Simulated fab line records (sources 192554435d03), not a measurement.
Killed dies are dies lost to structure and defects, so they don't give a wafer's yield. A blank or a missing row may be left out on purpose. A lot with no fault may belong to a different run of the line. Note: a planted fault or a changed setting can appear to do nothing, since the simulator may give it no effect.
Lot-split experiment    flow n5_finfet    21 wafers read across 7 lots, on a route 1938 steps long

== ABOUT THE SPLIT ==
At N5_BEOL_M13_EXPOSE_07 (exposes mask V12), the setting dose_mj was moved away from the recipe's 24.8 on 8 of the 21 wafers read, by -7.2% to +6.8%. All remaining wafers had this setting at the recipe value.

== FROM THE SPLIT TO THE READING: what the file shows between them, 10 steps ==
- N5_BEOL_M13_PEB_08: peb time 90 s
- N5_BEOL_M13_DEVELOP_09: develop time 45 s
- N5_BEOL_M13_HARDBAKE_14: time 120 s
- N5_BEOL_M13_CD_MEAS_10: target cd 190 nm
- N5_BEOL_M13_ETCH_59: etches BARC in N2/H2, target depth 89 nm, overetch 26.7 nm, time 67.9 s (also split here: time_s)
- N5_BEOL_M13_VIA_ETCH_16: etches SiOC in C4F8/O2/Ar, target depth 921.7 nm
- N5_BEOL_M13_STRIP_63: strips in N2/H2
- N5_BEOL_M13_STRIP_64: strips in N2/H2
- N5_BEOL_M13_STRIP_71: strips in post etch residue remover, time 60 s
- N5_BEOL_M13_SRD_72: time 30 s, dry time 30 s

== THE READING ==
At N5_BEOL_M13_CD_MEAS_17: cd_nm in nanometres, against a target cd of 190 nm. Fault-free wafers of this fab line usually give 190.1 nm, standard deviation 2.3 nm.

wafer   tool, chamber at the split  dose_mj as run  against the recipe  cd_nm, nm  against lot-mates on the recipe
L075.1  krf_scanner-02, 0           23.02           -7.2%               189.3      -2.5
L075.3  krf_scanner-02, 0           24.8            recipe              191.8      -
L075.5  krf_scanner-02, 0           23.02           -7.2%               185.0      -6.8
L082.1  krf_scanner-02, 0           24.8            recipe              192.8      -
L082.4  krf_scanner-02, 0           24.8            recipe              192.5      -
L082.5  krf_scanner-02, 0           23.22           -6.4%               185.4      -7.2
L081.4  krf_scanner-02, 0           24.8            recipe              192.9      -
L081.5  krf_scanner-02, 0           24.8            recipe              188.8      -
L081.6  krf_scanner-02, 0           24.8            recipe              188.0      -
L085.2  krf_scanner-02, 0           24.8            recipe              190.1      -
L085.4  krf_scanner-02, 0           23.15           -6.7%               184.5      -5.6
L085.6  krf_scanner-02, 0           23.15           -6.7%               185.5      -4.6
L086.4  krf_scanner-02, 0           26.28           +6.0%               196.8      +8.1
L086.5  krf_scanner-02, 0           24.8            recipe              187.1      -
L086.6  krf_scanner-02, 0           24.8            recipe              190.4      -
L089.4  krf_scanner-01, 0           26.49           +6.8%               198.9      +7.3
L089.5  krf_scanner-01, 0           26.49           +6.8%               202.7      +11.1
L089.6  krf_scanner-01, 0           24.8            recipe              191.6      -
L097.1  krf_scanner-02, 0           24.8            recipe              186.3      -
L097.2  krf_scanner-02, 0           24.8            recipe              185.9      -
L097.3  krf_scanner-02, 0           24.8            recipe              185.3      -

THE FIT
A straight line over all 21 wafers: cd_nm changes by +0.928 nm for each +1% of dose_mj; r = +0.79; the points scatter about the line by 3 nm.
The same after taking each lot's own level away (the mean of its wafers on the recipe; 21 wafers): +1.01 nm for each +1%; r = +0.92; scatter 1.8 nm.
On that fit, the largest move of dose_mj shifts the reading by 7.2 nm.
The span of the lots' own levels, 185.83 to 192.65 nm, comes to 3.0 times the standard deviation stated above.
So the lot-to-lot level blurs the effect unless lot-mates are compared.
Check: for one of the wafers moved furthest among these (-7.2%), held out of the fit, the line's prediction against its lot-mates is -7.38 nm. It came out at -2.5 nm against them.

== ADDITIONAL SPLITS CARRIED BY THESE WAFERS ==
Note: prior to the reading, these wafers also went through further splits. Each is held against what the fit with the lots' levels taken away leaves over:
other split on the same wafers    wafers away from the commonest value  r with cd_nm (lot level and that fit taken away)
N5_BEOL_M12_ETCH_59 h2_flow_sccm  8                                     -0.10
N5_BEOL_M13_ETCH_59 time_s        9                                     +0.46

== THE WHOLE CHAIN: every reading that the file lists as answering this split, in the file's order ==
step                    what it does      reading  change (the file's fit)               r (the file's)
N5_BEOL_M13_CD_MEAS_10  target cd 190 nm  cd_nm    +1 nm for each +1% of the setting     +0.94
N5_BEOL_M13_CD_MEAS_17  target cd 190 nm  cd_nm    +1.03 nm for each +1% of the setting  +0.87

== FILE'S OWN FIT ==
cd_nm changes by +1.03 nm for each +1% of dose_mj, r = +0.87.
